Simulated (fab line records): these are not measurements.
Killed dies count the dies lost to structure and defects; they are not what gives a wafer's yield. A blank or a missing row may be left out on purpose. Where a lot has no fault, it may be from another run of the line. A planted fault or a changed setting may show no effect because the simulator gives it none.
fab line records ; flow nand_harc
[record] lots = 6; wafers = 18; last_day = 25
route steps=1159 shown A_M0@1013 A_M1@1026 END@1159
lots that met no fault: taken from a fault-free run of the same line
start_h: hours from the record's opening day to when the first of the lot's shown wafers began ; wait_h: time in hours since the lot's previous step ; " same as the row above ; L1.1+2: one row covering several wafers at once ; - value missing, or start not given ; * or withheld: withheld ; < > ~ a bound
route shown NAME@n: a module of which the file shows steps, and the number in the route of the first ; usual: mean and standard deviation over wafers with no fault ; same: alike in all rows ; chamber/n: place in a boat ; sites: per-site readings ; _std_site: the standard deviation of these ; _edge_site: inner sites' mean taken away from outer sites' mean ; radius_mm: for every site, how far away it sits from the centre of the wafer ; mask NAME#n: copy n ; behind: the last tool/chamber to shape the wafer ; hold: why the lot was held/for how many hours/how that ended ; device: names the non-switching transistor (n, p or np) ; end of line: tests run on the same wafers once the route is complete ; a step without rows: its recipe alone ; killed: count of dies lost to structure and defects at first sort (not the wafer's yield) ; map: per-die view of a wafer (x killed, . not killed, _ where there is no die)
set.NAME: the setting that was run; set.NAME@STEP: the one run at that earlier step ; model.NAME: the simulator's own value behind a step, which no gauge read
lots seen at some steps along the route; tables by step, rows by wafer
services: from which hour (start_h, from the record's first day; less than 0 if before it) a tool's chamber was out of use, for how many hours, and why
[[steps]]
[step NHARC_A_M0_DEGAS_28]
[recipe] temp_c = 250; time_s = 60
[usual] heater_power_w = 322/28
lot.wafer;tool;chamber;start_h;wait_h;heater_power_w
L756.2;pvd_sputter-02;-;430.76;-;346
L756.3;pvd_sputter-02;-;430.76;-;318
L756.4;pvd_sputter-02;-;430.76;-;349
L757.3;pvd_sputter-03;-;446.96;-;321
L757.1;pvd_sputter-03;-;446.96;-;304
L757.5;pvd_sputter-03;-;446.96;-;320
L766.1;pvd_sputter-02;-;504.90;-;340
L766.5;pvd_sputter-02;-;504.90;-;348
L766.6;pvd_sputter-02;-;504.90;-;298
L767.1;pvd_sputter-03;-;509.48;-;284
L767.2;pvd_sputter-03;-;509.48;-;284
L767.6;pvd_sputter-03;-;509.48;-;325
L771.2;pvd_sputter-02;-;523.76;-;302
L771.1;pvd_sputter-02;-;523.76;-;314
L771.5;pvd_sputter-02;-;523.76;-;344
L772.2;pvd_sputter-01;-;551.15;-;304
L772.1;pvd_sputter-01;-;551.15;-;377
L772.4;pvd_sputter-01;-;551.15;-;345
[step NHARC_A_M0_PRE_CLEAN_29]
[recipe] time_s = 30; temp_c = 280; gas = H2/He
[step NHARC_A_M0_PVD_20]
[recipe] target_thk_a = 50; bias_v = 168.6; power_w = 15000; chamber_pressure_pa = 0.12; time_s = 8.06; substrate_temp_c = 50; material = TaN
[usual] throttle_valve_pct = 29.5/0.96
lot.wafer;tool;chamber;start_h;wait_h;throttle_valve_pct
L756.4;pvd_sputter-02;-;-;-;28.6
L756.3;pvd_sputter-02;-;-;-;29.9
L756.2;pvd_sputter-02;-;-;-;30.5
L757.1;pvd_sputter-03;-;-;-;29.8
L757.3;pvd_sputter-03;-;-;-;27.4
L757.5;pvd_sputter-03;-;-;-;30.0
L766.1;pvd_sputter-02;-;-;-;28.5
L766.5;pvd_sputter-02;-;-;-;30.5
L766.6;pvd_sputter-02;-;-;-;28.2
L767.2;pvd_sputter-03;-;-;-;29.0
L767.1;pvd_sputter-03;-;-;-;29.1
L767.6;pvd_sputter-03;-;-;-;29.1
L771.1;pvd_sputter-02;-;-;-;30.2
L771.2;pvd_sputter-02;-;-;-;28.3
L771.5;pvd_sputter-02;-;-;-;28.4
L772.2;pvd_sputter-01;-;-;-;30.5
L772.4;pvd_sputter-01;-;-;-;31.1
L772.1;pvd_sputter-01;-;-;-;29.6
[step NHARC_A_M0_PVD_21]
[recipe] target_thk_a = 300; chamber_pressure_pa = 5; power_w = 5000; substrate_temp_c = 30; time_s = 20.49; material = Cu
[usual] throttle_valve_pct = 29.6/0.97
lot.wafer;tool;chamber;start_h;wait_h;throttle_valve_pct
L756.3;pvd_sputter-02;-;-;-;30.4
L756.4;pvd_sputter-02;-;-;-;30.3
L756.2;pvd_sputter-02;-;-;-;30.1
L757.1;pvd_sputter-03;-;-;-;29.2
L757.3;pvd_sputter-03;-;-;-;27.4
L757.5;pvd_sputter-03;-;-;-;29.9
L766.1;pvd_sputter-02;-;-;-;28.2
L766.6;pvd_sputter-02;-;-;-;30.6
L766.5;pvd_sputter-02;-;-;-;30.0
L767.1;pvd_sputter-03;-;-;-;28.0
L767.2;pvd_sputter-03;-;-;-;29.1
L767.6;pvd_sputter-03;-;-;-;27.7
L771.2;pvd_sputter-02;-;-;-;30.6
L771.1;pvd_sputter-02;-;-;-;29.9
L771.5;pvd_sputter-02;-;-;-;30.4
L772.2;pvd_sputter-01;-;-;-;30.9
L772.1;pvd_sputter-01;-;-;-;29.1
L772.4;pvd_sputter-01;-;-;-;30.2
[step NHARC_A_M0_ECD_22]
[recipe] target_thk_a = 4000; bath_temp_c = 25; material = Cu
[step NHARC_A_M0_ANNEAL_30]
[recipe] temp_c = 225; time_s = 90
[step NHARC_A_M0_CMP_23]
[recipe] t_overpolish_s = 20; target_thk_nm = 113.75
[usual] motor_current_A = 11.2/1.2; pad_life_wafers = 230/180; time_to_endpoint_s = 27.7/2.1
lot.wafer;tool;chamber;start_h;wait_h;motor_current_A;pad_life_wafers;time_to_endpoint_s
L756.4;cmp-04;2;431.87;-;13.9;186;29.0
L756.2;cmp-04;3;431.87;-;9.4;187;27.6
L756.3;cmp-04;0;431.87;-;10.3;188;25.0
L757.1;cmp-04;0;448.04;-;10.9;294;25.7
L757.3;cmp-04;3;448.04;-;10.4;297;28.2
L757.5;cmp-04;0;448.04;-;10.4;-;27.8
L766.1;cmp-02;3;506.08;-;10.8;459;27.8
L766.5;cmp-02;0;506.08;-;10.6;-;28.6
L766.6;cmp-02;1;506.08;-;10.1;-;25.7
L767.1;cmp-02;1;510.73;-;10.5;522;26.2
L767.2;cmp-02;0;510.73;-;11.0;525;26.1
L767.6;cmp-02;2;510.73;-;12.8;-;25.9
L771.2;cmp-02;0;524.87;-;10.0;1;30.2
L771.1;cmp-02;1;524.87;-;10.4;2;28.1
L771.5;cmp-02;3;524.87;-;10.6;-;28.5
L772.4;cmp-02;0;552.22;-;10.2;246;29.1
L772.2;cmp-02;1;552.22;-;11.2;247;29.9
L772.1;cmp-02;2;552.22;-;12.4;248;26.2
[step NHARC_A_M0_THK_MEAS_24]
[recipe] thk_meas_gauge = xrf
[usual] thk_nm = 113.4/1.4
lot.wafer;tool;chamber;start_h;wait_h;thk_nm
L756.2;film_metro-02;-;432.18;-;113.6
L756.3;film_metro-02;-;432.18;-;112.5
L756.4;film_metro-02;-;432.18;-;113.7
L757.1;film_metro-01;-;448.36;-;112.9
L757.3;film_metro-01;-;448.36;-;111.1
L757.5;film_metro-01;-;448.36;-;112.1
L766.1;film_metro-02;-;506.31;-;113.2
L766.5;film_metro-02;-;506.31;-;114.3
L766.6;film_metro-02;-;506.31;-;113.0
L767.1;film_metro-02;-;511.05;-;113.3
L767.2;film_metro-02;-;511.05;-;113.2
L767.6;film_metro-02;-;511.05;-;111.7
L771.1;film_metro-02;-;525.16;-;115.2
L771.2;film_metro-02;-;525.16;-;113.3
L771.5;film_metro-02;-;525.16;-;117.9
L772.1;film_metro-02;-;552.54;-;114.2
L772.2;film_metro-02;-;552.54;-;114.3
L772.4;film_metro-02;-;552.54;-;114.0
[step NHARC_A_M0_SRD_25]
[step NHARC_A_M0_INSPECT_27]
[usual] raw_defect_count = 477/130
lot.wafer;tool;chamber;start_h;wait_h;raw_defect_count
L756.2;defect_inspect-01;-;432.34;0.0;428
L756.3;defect_inspect-01;-;432.34;0.0;565
L756.4;defect_inspect-01;-;432.34;0.0;372
L757.1;defect_inspect-02;-;448.53;0.0;419
L757.3;defect_inspect-02;-;448.53;0.0;323
L757.5;defect_inspect-02;-;448.53;0.0;428
L766.1;defect_inspect-01;-;506.47;0.0;639
L766.5;defect_inspect-01;-;506.47;0.0;539
L766.6;defect_inspect-01;-;506.47;0.0;641
L767.1;defect_inspect-01;-;511.20;0.0;436
L767.2;defect_inspect-01;-;511.20;0.0;351
L767.6;defect_inspect-01;-;511.20;0.0;359
L771.1;defect_inspect-01;-;525.32;0.0;462
L771.2;defect_inspect-01;-;525.32;0.0;334
L771.5;defect_inspect-01;-;525.32;0.0;283
L772.1;defect_inspect-01;-;552.71;0.0;504
L772.2;defect_inspect-01;-;552.71;0.0;486
L772.4;defect_inspect-01;-;552.71;0.0;421
[step NHARC_A_M0_PRE_CLEAN_31]
[recipe] time_s = 12; temp_c = 370; rf_power_w = 300; gas = NH3
[usual] heater_power_w = 672/86
lot.wafer;tool;chamber;start_h;wait_h;heater_power_w
L756.3;pecvd-02;0;432.56;0.2;525
L756.2;pecvd-02;1;432.56;0.2;694
L756.4;pecvd-02;2;432.56;0.2;568
L757.1;pecvd-02;2;448.73;0.2;564
L757.3;pecvd-02;0;448.73;0.2;565
L757.5;pecvd-02;2;448.73;0.2;588
L766.1;pecvd-02;1;506.55;0.1;700
L766.6;pecvd-02;1;506.55;0.1;704
L766.5;pecvd-02;2;506.55;0.1;624
L767.1;pecvd-04;0;511.27;0.1;681
L767.2;pecvd-04;2;511.27;0.1;777
L767.6;pecvd-04;0;511.27;0.1;702
L771.1;pecvd-03;0;525.39;0.1;694
L771.2;pecvd-03;2;525.39;0.1;657
L771.5;pecvd-03;1;525.39;0.1;741
L772.2;pecvd-02;1;552.79;0.1;586
L772.1;pecvd-02;2;552.79;0.1;603
L772.4;pecvd-02;0;552.79;0.1;483
[step NHARC_A_M0_DEP_32]
[recipe] target_thk_a = 300; temp_c = 370; target_thk_nm = 30; pressure_torr = 3; flow_sccm = 200; rf_w = 450; material = SiCN
[usual] chamber_pressure_Torr = 3.000/0.0068; heater_power_w = 612/78
lot.wafer;tool;chamber;start_h;wait_h;chamber_pressure_Torr;heater_power_w
L756.3;pecvd-02;0;432.64;0.1;2.992;514
L756.2;pecvd-02;1;432.64;0.1;3.009;594
L756.4;pecvd-02;2;432.64;0.1;2.995;517
L757.1;pecvd-02;2;448.84;0.1;3.001;551
L757.3;pecvd-02;0;448.84;0.1;2.997;537
L757.5;pecvd-02;2;448.84;0.1;3.006;555
L766.1;pecvd-02;1;506.66;0.1;3.002;536
L766.6;pecvd-02;1;506.66;0.1;2.983;545
L766.5;pecvd-02;2;506.66;0.1;2.982;527
L767.1;pecvd-04;0;511.35;0.1;2.995;646
L767.2;pecvd-04;2;511.35;0.1;2.986;721
L767.6;pecvd-04;0;511.35;0.1;3.001;655
L771.1;pecvd-03;0;525.46;0.1;2.994;602
L771.2;pecvd-03;2;525.46;0.1;3.003;617
L771.5;pecvd-03;1;525.46;0.1;3.005;714
L772.2;pecvd-02;1;552.90;0.1;3.000;574
L772.1;pecvd-02;2;552.90;0.1;3.001;578
L772.4;pecvd-02;0;552.90;0.1;3.010;553
[step NHARC_A_M1_DEP_00]
[recipe] target_thk_a = 1825; target_thk_nm = 182.5; temp_c = withheld; pressure_torr = 5; flow_sccm = 200; rf_w = 600; material = SiOC
[step NHARC_A_M1_DEHYDRATE_01]
[recipe] temp_c = 150; time_s = 120
[step NHARC_A_M1_HMDS_02]
[recipe] time_s = 30
[step NHARC_A_M1_COAT_34]
[recipe] temp_c = 200; time_s = 65
[step NHARC_A_M1_COAT_03]
[recipe] spin_rpm = 1500; resist_thk_nm = 90
[step NHARC_A_M1_SOFTBAKE_04]
[recipe] temp_c = 105; time_s = 55
[step NHARC_A_M1_EBR_05]
[step NHARC_A_M1_EXPOSE_06]
[recipe] na = 1.35; target_cd_nm = 120; dose_mj = 75.13; mask_id = A_M1
[step NHARC_A_M1_PEB_07]
[recipe] peb_temp_c = 100; peb_time_s = 65
[step NHARC_A_M1_DEVELOP_08]
[recipe] develop_time_s = 35; dev_temp_c = 23
[step NHARC_A_M1_CD_MEAS_09]
[recipe] target_cd_nm = 120; landing_energy_ev = 500
[usual] cd_nm = 119.6/0.69
lot.wafer;tool;chamber;start_h;wait_h;cd_nm
L756.2;cd_sem-02;0;433.75;-;120.2
L756.3;cd_sem-02;0;433.75;-;120.7
L756.4;cd_sem-02;0;433.75;-;120.5
L757.1;cd_sem-03;0;450.06;-;119.5
L757.3;cd_sem-03;0;450.06;-;119.6
L757.5;cd_sem-03;0;450.06;-;119.4
L766.1;cd_sem-02;0;507.71;-;119.3
L766.5;cd_sem-02;0;507.71;-;119.3
L766.6;cd_sem-02;0;507.71;-;119.0
L767.1;cd_sem-02;0;512.57;-;118.8
L767.2;cd_sem-02;0;512.57;-;119.6
L767.6;cd_sem-02;0;512.57;-;118.1
L771.1;cd_sem-01;0;526.56;-;119.5
L771.2;cd_sem-01;0;526.56;-;119.9
L771.5;cd_sem-01;0;526.56;-;120.8
L772.1;cd_sem-02;0;554.11;-;119.5
L772.2;cd_sem-02;0;554.11;-;119.6
L772.4;cd_sem-02;0;554.11;-;119.2
[step NHARC_A_M1_OVL_MEAS_10]
[recipe] pitch_nm = 240
[usual] overlay_x_nm = -0.1/0.88; overlay_y_nm = 0.2/0.8
lot.wafer;tool;chamber;start_h;wait_h;overlay_x_nm;overlay_y_nm
L756.2;overlay-01;-;433.83;-;-0.6;0.9
L756.3;overlay-01;-;433.83;-;-1.0;0.9
L756.4;overlay-01;-;433.83;-;-0.9;1.1
L757.1;overlay-02;-;450.16;-;0.7;-0.3
L757.3;overlay-02;-;450.16;-;0.5;-0.1
L757.5;overlay-02;-;450.16;-;0.4;-0.2
L766.1;overlay-02;-;507.80;-;-0.5;-1.0
L766.5;overlay-02;-;507.80;-;-0.2;-0.6
L766.6;overlay-02;-;507.80;-;-0.9;-0.8
L767.1;overlay-01;-;512.66;-;-0.3;-1.2
L767.2;overlay-01;-;512.66;-;-0.7;-1.2
L767.6;overlay-01;-;512.66;-;-0.1;-0.7
L771.1;overlay-01;-;526.65;-;-0.3;-0.2
L771.2;overlay-01;-;526.65;-;-0.3;0.1
L771.5;overlay-01;-;526.65;-;-0.1;0.1
L772.1;overlay-02;-;554.20;-;0.7;-0.3
L772.2;overlay-02;-;554.20;-;0.3;-0.4
L772.4;overlay-02;-;554.20;-;0.5;-0.1
[step NHARC_A_M1_INSPECT_11]
[usual] raw_defect_count = 33/14
lot.wafer;tool;chamber;start_h;wait_h;raw_defect_count
L756.2;defect_inspect-01;-;433.87;0.0;566
L756.3;defect_inspect-01;-;433.87;0.0;555
L756.4;defect_inspect-01;-;433.87;0.0;559
L757.1;defect_inspect-02;-;450.20;0.0;499
L757.3;defect_inspect-02;-;450.20;0.0;576
L757.5;defect_inspect-02;-;450.20;0.0;518
L766.1;defect_inspect-02;-;507.84;0.0;41
L766.5;defect_inspect-02;-;507.84;0.0;32
L766.6;defect_inspect-02;-;507.84;0.0;37
L767.1;defect_inspect-02;-;512.69;0.0;25
L767.2;defect_inspect-02;-;512.69;0.0;14
L767.6;defect_inspect-02;-;512.69;0.0;17
L771.1;defect_inspect-02;-;526.68;0.0;29
L771.2;defect_inspect-02;-;526.68;0.0;27
L771.5;defect_inspect-02;-;526.68;0.0;28
L772.1;defect_inspect-02;-;554.24;0.0;19
L772.2;defect_inspect-02;-;554.24;0.0;21
L772.4;defect_inspect-02;-;554.24;0.0;20
[step NHARC_A_M1_DESCUM_14]
[recipe] time_s = 3; o2_flow_sccm = 200; ar_flow_sccm = 0; bias_power_w = 0; chemistry = O2
[step NHARC_END_SORT_01]
[recipe] temp_c = 25
[usual] defect_limited_yield = 95.2/1.6; killed_at_array = 29/11; killed_at_other = 0.6/0.75; killed_at_periphery = 3.1/2.1; killed_dies = 32/11; killed_open = 3.0/1.8; killed_short = 1.8/1.3; sort_bin_2_pct = 1.5/0.7; sort_bin_3_pct = 0.26/0.22; sort_bin_4_pct = 3.0/1; sort_n_pass = 645/11; sort_rim_yield_pct = 94.9/3; sort_yield_pct = 95.2/1.6
[same] gross_dies = 677; sort_bin_5_pct[%] = 0; sort_bin_6_pct[%] = 0; sort_bin_7_pct[%] = 0; sort_bin_8_pct[%] = 0; sort_rim_n_gross = 106.00
lot.wafer;tool;chamber;start_h;wait_h;defect_limited_yield[%];killed_at_array;killed_at_other;killed_at_periphery;killed_dies;killed_open;killed_short;sort_bin_2_pct[%];sort_bin_3_pct[%];sort_bin_4_pct[%];sort_n_pass;sort_rim_yield_pct[%];sort_yield_pct[%]
L756.2;prober-01;0;475.45;2.8;81.5;122;0;3;125;3;1;8.4;3.99;6.1;552;87.7;81.5
L756.3;prober-01;0;476.26;3.1;84.0;106;0;2;108;2;1;7.7;3.10;5.2;569;93.4;84.0
L756.4;prober-01;0;477.07;3.4;84.2;104;0;3;107;2;2;6.9;3.25;5.6;570;97.2;84.2
L757.1;prober-02;0;489.83;2.5;82.1;115;1;5;121;3;2;6.8;3.69;7.4;556;93.4;82.1
L757.3;prober-02;0;491.42;3.1;82.7;113;0;4;117;1;1;8.4;2.81;6.1;560;95.3;82.7
L757.5;prober-02;0;493.01;3.7;84.3;99;2;5;106;3;0;6.5;2.81;6.4;571;95.3;84.3
L771.1;prober-01;0;561.20;2.5;95.0;30;0;4;34;2;2;1.2;0.15;3.7;643;96.2;95.0
L771.2;prober-01;0;562.00;2.8;94.2;33;0;6;39;5;3;1.9;0.59;3.2;638;95.3;94.2
L771.5;prober-01;0;564.37;3.7;94.2;36;0;3;39;2;1;1.8;0.15;3.8;638;94.3;94.2
L772.1;prober-02;0;589.49;2.5;96.3;21;1;3;25;2;0;1.5;0;2.2;652;97.2;96.3
L772.2;prober-02;0;590.29;2.8;95.9;20;3;5;28;2;2;1.2;0;3.0;649;96.2;95.9
L772.4;prober-02;0;591.90;3.4;96.9;18;1;2;21;1;0;0.6;0;2.5;656;99.1;96.9
// killed by level:class
L756.2 A_M0:unspecified=86 A_CHANNEL_HOLE_D1:chamber_film_flake=14 A_SLIT:chamber_film_flake=14 A_CONTACT:chamber_film_flake=3 P_STI:chamber_film_flake=2 P_M0:geometric_particle:short=1 A_WL_FILL:geometric_particle:open=1 A_CONTACT:geometric_particle:open=1
L756.3 A_M0:unspecified=77 A_SLIT:chamber_film_flake=9 A_CHANNEL_HOLE_D1:chamber_film_flake=7 A_CHANNEL_FILL_D1:chamber_film_flake=4 A_STAIRCASE:chamber_film_flake=3 P_M0:chamber_film_flake=2 A_CONTACT:chamber_film_flake=2 A_CONTACT:geometric_particle:open=1
L756.4 A_M0:unspecified=85 A_SLIT:chamber_film_flake=9 A_CHANNEL_HOLE_D1:chamber_film_flake=3 P_STI:chamber_film_flake=2 P_CONTACT:geometric_particle:open=1 A_CHANNEL_HOLE_D1:geometric_particle:short=1 A_CHANNEL_HOLE_D1:geometric_particle:open=1 A_WL_FILL:geometric_particle:short=1
L757.1 A_M0:unspecified=82 A_SLIT:chamber_film_flake=11 A_CHANNEL_HOLE_D1:chamber_film_flake=11 P_ZERO_WELL:chamber_film_flake=5 A_ONON_D1:geometric_particle:short=2 A_CHANNEL_FILL_D1:chamber_film_flake=2 A_WL_FILL:chamber_film_flake=2 A_M1:chamber_film_flake=2
L757.3 A_M0:unspecified=92 A_SLIT:chamber_film_flake=13 P_ZERO_WELL:chamber_film_flake=3 A_ZERO_WELL:chamber_film_flake=3 A_ONON_D1:geometric_particle:short=1 A_WL_FILL:geometric_particle:open=1 P_CONTACT:chamber_film_flake=1 A_CHANNEL_FILL_D1:chamber_film_flake=1
L757.5 A_M0:unspecified=85 A_SLIT:chamber_film_flake=8 P_ZERO_WELL:chamber_film_flake=4 A_CHANNEL_HOLE_D1:chamber_film_flake=2 THIN_TSV:chamber_film_flake=2 A_ONON_D1:geometric_particle:open=1 A_WL_FILL:geometric_particle:open=1 A_M0:geometric_particle:open=1
L771.1 A_CONTACT:chamber_film_flake=10 A_STAIRCASE:chamber_film_flake=8 A_CHANNEL_HOLE_D1:chamber_film_flake=4 A_M1:chamber_film_flake=3 A_CONTACT:geometric_particle:open=2 P_ZERO_WELL:chamber_film_flake=2 P_CONTACT:geometric_particle:short=1 A_WL_FILL:geometric_particle:short=1
L771.2 A_STAIRCASE:chamber_film_flake=9 A_CHANNEL_HOLE_D1:chamber_film_flake=9 A_M1:chamber_film_flake=5 P_ZERO_WELL:chamber_film_flake=3 A_BLC:chamber_film_flake=3 P_CONTACT:geometric_particle:short=1 P_CONTACT:geometric_particle:open=1 P_M0:geometric_particle:open=1
L771.5 A_STAIRCASE:chamber_film_flake=9 A_M1:chamber_film_flake=8 A_CHANNEL_HOLE_D1:chamber_film_flake=7 A_CONTACT:chamber_film_flake=4 A_BLC:chamber_film_flake=4 P_ZERO_WELL:chamber_film_flake=2 A_WL_FILL:chamber_film_flake=2 P_M0:geometric_particle:open=1
L772.1 A_CHANNEL_HOLE_D1:chamber_film_flake=8 A_SGD_CUT:chamber_film_flake=7 A_STAIRCASE:chamber_film_flake=3 P_STI:chamber_film_flake=2 P_CONTACT:geometric_particle:open=1 A_M0:geometric_particle:open=1 A_SLIT:chamber_film_flake=1 A_CONTACT:chamber_film_flake=1
L772.2 A_CHANNEL_HOLE_D1:chamber_film_flake=6 P_STI:chamber_film_flake=4 A_SGD_CUT:chamber_film_flake=4 A_CONTACT:chamber_film_flake=4 THIN_TSV:chamber_film_flake=3 A_WL_FILL:geometric_particle:short=2 A_STAIRCASE:chamber_film_flake=2 P_GATE:geometric_particle:open=1
L772.4 A_CHANNEL_HOLE_D1:chamber_film_flake=10 A_SGD_CUT:chamber_film_flake=5 A_CONTACT:chamber_film_flake=2 P_M2:geometric_particle:open=1 P_STI:chamber_film_flake=1 A_SLIT:chamber_film_flake=1 THIN_TSV:chamber_film_flake=1
// map L756.2 (x killed, . not)
____________.____________
_________..xxxx._________
_______.x.xx.xxx.._______
______...xxxxxxxx..______
_____....xxxxxxxxx.._____
____.....xxxxxxxx....____
____.....xxxxxxxxx...____
___.....xxxxxxxxx.....___
___.....x.xxxxxxxx....___
__........xxxxxxxx.....__
__......x.xxxxxx.x.....__
_..........xxxx...x....._
_..x.......xxxxx........_
_...........x..........._
_..........x............_
_......................._
.........................
.......x.................
........x.x............x.
......xx.xx..............
....xxx..x...............
_....x.x................_
_..............x........_
_.....x................._
_...x..x................_
_......................._
__.....................__
__.....................__
___.........x.........___
___...................___
____.................____
____............x....____
_____.........x..x.._____
______.......xx.xx.______
_______....x.x.xx._______
_________..x.xxx_________
____________.____________
// map L757.1 (x killed, . not)
____________.____________
_________......._________
_______.x........._______
______..x........x.______
_____..............._____
____.................____
____x................____
___..............x....___
___...................___
__.....................__
__.....................__
_................x.....x_
_...xx.................._
_......................._
_.x....x...............x_
_.....x....x............_
......xx....x....x.x.....
...x..x....xxxxx.........
....x..x.xxxxxxxxx.......
....xx..x.xxxxxxx........
....x..x..xxxxxx.x.......
_......xx.xxxxxxxx......_
_.........xxxxxxxx......_
_......xx.xxxxxxxxx....._
_....x..xxxxxxxxxx......_
_.........xxxxxx.x......_
__.........xxxxx.......__
__........x..xx.xx.....__
___....x....x.x.......___
___................x.x___
____..........x......____
____.................____
_____........x......_____
______.............______
_______..........._______
_________..x...._________
____________.____________
[[services]]
tool;chamber;start_h;hours;kind
cmp-02;-;422.34;0.2;repair
cmp-02;-;422.57;4.0;pm
cmp-02;-;426.57;-;consumable_replace:conditioner
cmp-02;-;426.57;-;consumable_replace:pad
pvd_sputter-03;-;460.78;10.0;pm
pecvd-03;-;466.24;0.9;repair
pecvd-03;-;473.43;13.0;pm
pvd_sputter-01;-;479.99;5.9;repair
cmp-04;-;497.13;4.0;pm
pecvd-02;-;515.44;13.0;pm
pecvd-02;0;515.44;13.0;vent_cycle
pecvd-02;1;515.44;13.0;vent_cycle
pecvd-02;2;515.44;13.0;vent_cycle
pvd_sputter-03;-;516.58;2.3;repair
pvd_sputter-03;-;519.29;5.4;repair
cmp-02;-;520.58;4.0;pm
cmp-02;-;524.58;-;consumable_replace:conditioner
pecvd-02;0;528.44;-;clean
pecvd-02;1;528.44;-;clean
pecvd-02;2;528.44;-;clean
cmp-02;-;528.94;0.9;repair
pecvd-04;1;536.71;24.5;repair
pecvd-03;2;537.73;9.8;repair
cmp-04;-;537.90;0.2;repair
[[key]]
[first_sign] step = NHARC_A_M1_INSPECT_11; reading = raw_defect_count; direction = up; sigmas = 36; usual = 33; struck = 546
[effect] step = NHARC_END_SORT_01; reading = killed_at_array; direction = up; sigmas = 7.5; usual = 29; struck = 110
[more_kills_born_at] NHARC_A_M0_DEP_32@pecvd-02 = 507
met_at NHARC_A_M0_DEP_32
struck_wafers L756.2,L756.3,L756.4,L757.1,L757.3,L757.5
also_fits NHARC_A_M0_CMP_23:cmp-04
[fault] kind = chamber_particle_source; tool = pecvd-02; chamber = -; onset_h = 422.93; steps = NHARC_A_M0_DEP_32; rate_per_visit_cm2 = 0.83403; end_h = 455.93
